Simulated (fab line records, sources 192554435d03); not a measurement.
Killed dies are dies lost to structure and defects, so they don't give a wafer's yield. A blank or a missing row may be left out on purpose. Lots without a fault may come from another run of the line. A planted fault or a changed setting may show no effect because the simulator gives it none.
Chamber matching | flow n5_finfet | N5_ZERO_LAYER_ETCH_17 on rie_diel-06: 4 sister chambers
The step etches SiO2 in CF4, target depth 12 nm, time 13.3 s. 4 wafers are shown with their chamber, then 7 later ones without.

WAFERS WITH THEIR CHAMBER
wafer  | chamber | showerhead_plenum_p_Torr (Torr)
L080.1 | 1       | 2.05
L081.4 | 3       | 2.29
L084.2 | 2       | 2.07
L084.4 | 0       | 2.25

WAFERS WITHOUT THEIR CHAMBER
wafer  | showerhead_plenum_p_Torr (Torr)
L084.6 | 2.07
L096.3 | 2.05
L096.5 | 2.06
L096.6 | 2.05
L097.1 | 2.06
L097.3 | 2.24
L097.5 | 2.24

WHICH CHAMBER EACH WENT THROUGH
wafer  | from the rows above     | in truth
L084.6 | 2                       | 2
L096.3 | 1                       | 1
L096.5 | can't be placed: 2 or 1 | 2
L096.6 | 1                       | 1
L097.1 | can't be placed: 2 or 1 | 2
L097.3 | 0                       | 0
L097.5 | 0                       | 0
Placed correctly: 5 of 7. Can't be placed from these rows: 2 (the true chamber is among the candidates in 2). Placed wrongly: 0.
How it was worked out, from the rows above alone: a wafer's distance from a chamber is the root of the sum, over the readings, of the square of ((its reading less the chamber's mean) divided by the reading's scatter). The wafer belongs to the nearest chamber; if the next one is less than 2 further off, it can't be placed. A chamber's mean is the mean of its shown wafers. The scatter: with one shown wafer a chamber, the root of the mean of the squares of how far each hidden wafer lies from its nearest shown one.
